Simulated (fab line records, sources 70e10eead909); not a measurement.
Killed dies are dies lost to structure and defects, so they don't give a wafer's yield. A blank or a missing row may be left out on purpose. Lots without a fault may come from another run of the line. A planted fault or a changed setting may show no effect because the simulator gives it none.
A struck lot beside a sound one | flow nand_harc | 18 steps out of a route of 1159
Sound: wafers L541.1, L541.4, L541.5. Struck: wafers L546.3, L546.4, L546.5. The cause comes at the end.
At each step with rows: each side's tool, then ch and its chambers, then its first start. Under that, the readings that differ: sound wafers | struck wafers | difference of the means | sigmas: that difference in standard deviations of wafers without a fault.
alike: readings whose means differ by less than 2 such deviations, and words and numbers that are the same on both sides. not compared: withheld readings, readings that some wafer has no value for, bounds like >300 that may hide the same value, and numbers for which the record gives no deviation and whose values overlap.
The two part at a step that has a row with sigmas, a row that says differs or no value, or rows on one side only. Numbers that don't overlap but have no deviation are shown without sigmas and don't part them. A reading that every wafer of one side lacks parts them only if that side has two wafers or more.

NHARC_P_GATE_CD_MEAS_46: target cd 720 nm.
  sound on cd_sem-02 ch 0, day 6 13:14; struck on cd_sem-02 ch 0, day 7 09:41
  alike: cd_nm
then, 1 step without rows for these wafers: NHARC_P_GATE_HARDBAKE_47 (time 80 s).
NHARC_P_GATE_DESCUM_48: chemistry O2, time 3 s.
  sound on rie_diel-11 ch 0,2,3, day 6 13:25; struck on rie_diel-12 ch 1,2,3, day 7 09:51
  alike: drypump_motor_current_A, o2_flow_sccm, oes_product_au, rf_vpp_V, showerhead_plenum_p_Torr, throttle_valve_pct
  not compared: rf_hours_counter_h
then, 1 step without rows for these wafers: NHARC_P_GATE_IMPLANT_49.
NHARC_P_GATE_STRIP_111: strips in N2/H2, time 250 s.
  sound on plasma_asher-01 ch 1, day 6 14:01; struck on plasma_asher-02 ch 0,1, day 7 10:19
  alike: drypump_motor_current_A, heater_power_w
  not compared: rf_hours_counter_h
NHARC_P_GATE_STRIP_75: strips in O2.
  sound on plasma_asher-01 ch 1, day 6 14:17; struck on plasma_asher-02 ch 0,1, day 7 10:32
  alike: drypump_motor_current_A, heater_power_w
  not compared: rf_hours_counter_h
then, 6 steps without rows for these wafers: NHARC_P_GATE_STRIP_50 (strips in SPM, time 900 s); NHARC_P_GATE_DEHYDRATE_51 (time 120 s); NHARC_P_GATE_HMDS_52 (time 30 s); NHARC_P_GATE_COAT_53; NHARC_P_GATE_SOFTBAKE_54 (time 95 s); NHARC_P_GATE_EBR_55.
NHARC_P_GATE_EXPOSE_56: exposes mask P PSD, target cd 720 nm.
  sound on krf_scanner-03 ch 0, day 6 15:03; struck on krf_scanner-04 ch 0, day 7 11:21
  reading | sound                   | struck                           | difference | sigmas
  mask    | P_PSD#0 P_PSD#0 P_PSD#0 | P_PSD_R1#0 P_PSD_R1#0 P_PSD_R1#0 | differs    |
  alike: focus_offset_nm
then, 2 steps without rows for these wafers: NHARC_P_GATE_PEB_57 (peb time 85 s); NHARC_P_GATE_DEVELOP_58 (time 70 s).
NHARC_P_GATE_CD_MEAS_59: target cd 720 nm.
  sound on cd_sem-02 ch 0, day 6 15:12; struck on cd_sem-02 ch 0, day 7 11:30
  reading    | sound             | struck            | difference | sigmas
  cd_nm (nm) | 715.2 716.3 714.2 | 744.1 746.8 744.7 | +30.0      | +11
then, 1 step without rows for these wafers: NHARC_P_GATE_HARDBAKE_60 (time 80 s).
-- the record jumps here: 14 days lie between the struck wafers' starts before and after (it left off in module P_GATE and takes up again in module END, whose first step shown is number 1159 of the route) --
NHARC_END_SORT_01:
  the record has rows for the struck wafers here (prober-01 ch 0, day 21 21:05) and none for the sound ones

WHERE THEY PART
First at NHARC_P_GATE_EXPOSE_56; last, within this record, at NHARC_END_SORT_01.

WHY: what the simulator had put in
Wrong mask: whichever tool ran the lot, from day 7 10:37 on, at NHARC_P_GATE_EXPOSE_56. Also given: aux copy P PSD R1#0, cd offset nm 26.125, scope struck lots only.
